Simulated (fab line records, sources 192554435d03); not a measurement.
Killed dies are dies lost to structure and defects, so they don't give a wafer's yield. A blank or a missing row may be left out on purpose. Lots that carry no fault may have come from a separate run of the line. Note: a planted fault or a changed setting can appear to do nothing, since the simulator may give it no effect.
Chamber matching	flow n5-finfet	3 sister chambers for N5_BEOL_M7_DESCUM_16 on rie-diel-05
The step chemistry O2, time 7.9 s. 16 wafers are shown with their chamber, then 5 later ones without.

== WAFERS WITH THEIR CHAMBER ==
wafer	chamber	showerhead-plenum-p-Torr (Torr)	throttle-valve-pct (%)	rf-vpp-V (V)
L075.1	1	2.21	20.22	244.5
L075.2	2	2.21	20.36	245.9
L075.5	0	2.04	20.67	243.0
L079.1	1	2.21	20.22	244.2
L079.3	0	2.04	20.67	242.4
L079.5	2	2.21	20.38	244.5
L084.1	2	2.21	20.39	246.6
L084.3	1	2.21	20.25	245.8
L084.6	0	2.04	20.67	243.0
L082.1	2	2.21	20.40	243.9
L082.3	1	2.21	20.24	244.8
L082.5	2	2.21	20.38	245.5
L085.2	0	2.03	20.69	242.6
L085.5	2	2.21	20.39	245.4
L085.6	0	2.03	20.68	242.3
L092.4	2	2.20	20.40	245.0

SIGNATURES (averages over the wafers above)
reading	chamber 0	chamber 1	chamber 2	scatter within a chamber
showerhead-plenum-p-Torr	2.0360	2.2100	2.2086	0.00398
throttle-valve-pct	20.6760	20.2325	20.3857	0.0129
rf-vpp-V	242.660	244.825	245.257	0.716
Rule: for a wafer and a chamber, the distance is found by dividing, reading by reading, the gap between the wafer's reading and the chamber's mean by the reading's scatter, squaring, summing and taking the root. The wafer belongs to the nearest chamber; if the next one is less than 2 further off, it can't be placed. The scatter: the root of (the sum of the squares of (reading less its chamber's mean) over the shown wafers, divided by (wafers less chambers)).

== WAFERS WHOSE CHAMBER IS MISSING ==
wafer	showerhead-plenum-p-Torr (Torr)	throttle-valve-pct (%)	rf-vpp-V (V)
L092.6	2.03	20.73	241.7
L096.1	2.20	20.43	245.3
L096.4	2.03	20.73	241.5
L097.1	2.03	20.74	242.6
L097.6	2.19	20.28	244.9

== THE CHAMBER EACH PASSED THROUGH ==
wafer	from the rows above	in truth
L092.6	0	0
L096.1	2	2
L096.4	0	0
L097.1	0	0
L097.6	1	1
Placed correctly: 5 of 5. Left unplaced by these rows: 0. 0 placed wrongly.
